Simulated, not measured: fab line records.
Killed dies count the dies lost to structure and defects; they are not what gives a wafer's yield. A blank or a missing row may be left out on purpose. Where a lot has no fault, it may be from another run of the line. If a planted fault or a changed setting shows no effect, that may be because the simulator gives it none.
Matching of chambers -- flow n5_finfet -- N5_BEOL_M10_ETCH_62 on rie_diel-02 has 4 sister chambers
The step etches SOC in N2/H2, target depth 110 nm, overetch 22 nm, time 165 s. 18 wafers are shown with their chamber, then 9 later ones without.

== WAFERS, EACH WITH ITS CHAMBER ==
wafer,chamber,showerhead_plenum_p_Torr (Torr),throttle_valve_pct (%),drypump_motor_current_A (A)
L076.1,0,2.43,17.77,6.1
L076.4,1,2.54,17.85,5.2
L076.6,3,2.64,18.43,5.1
L077.1,0,2.43,17.77,6.1
L077.4,3,2.64,18.44,5.1
L077.6,2,2.40,18.30,5.3
L075.2,2,2.39,18.29,5.3
L075.4,3,2.64,18.44,5.1
L075.6,3,2.64,18.43,5.1
L078.2,0,2.42,17.82,6.2
L078.4,1,2.54,17.87,5.2
L078.6,1,2.54,17.86,5.3
L081.1,3,2.64,18.45,5.1
L081.2,1,2.54,17.90,5.2
L081.6,3,2.64,18.45,5.1
L083.2,0,2.42,17.82,6.2
L083.4,1,2.54,17.88,5.2
L083.6,2,2.39,18.31,5.3

SIGNATURES (means of the wafers above)
reading,chamber 0,chamber 1,chamber 2,chamber 3,scatter within a chamber
showerhead_plenum_p_Torr,2.4250,2.5400,2.3933,2.6400,0.00345
throttle_valve_pct,17.7950,17.8720,18.3000,18.4400,0.0181
drypump_motor_current_A,6.150,5.220,5.300,5.100,0.0359
Rule: a wafer's distance from a chamber is the root of the sum, over the readings, of the square of ((its reading less the chamber's mean) divided by the reading's scatter). The wafer belongs to the nearest chamber; if the next one is less than 2 further off, it can't be placed. The scatter: the root of (the sum of the squares of (reading less its chamber's mean) over the shown wafers, divided by (wafers less chambers)).

== WAFERS MISSING THEIR CHAMBER ==
wafer,showerhead_plenum_p_Torr (Torr),throttle_valve_pct (%),drypump_motor_current_A (A)
L085.2,2.42,17.83,6.2
L085.5,2.39,18.32,5.3
L085.6,2.63,18.46,5.1
L092.3,2.41,17.83,6.1
L092.5,2.53,17.94,5.2
L092.6,2.63,18.48,5.1
L095.2,2.62,18.51,5.1
L095.5,2.41,17.88,6.1
L095.6,2.52,17.94,5.3

== WHICH CHAMBER EACH WENT THROUGH ==
wafer,from the rows above,in truth
L085.2,0,0
L085.5,2,2
L085.6,3,3
L092.3,0,0
L092.5,1,1
L092.6,3,3
L095.2,3,3
L095.5,0,0
L095.6,1,1
9 of 9 placed correctly. Left unplaced by these rows: 0. 0 placed wrongly.
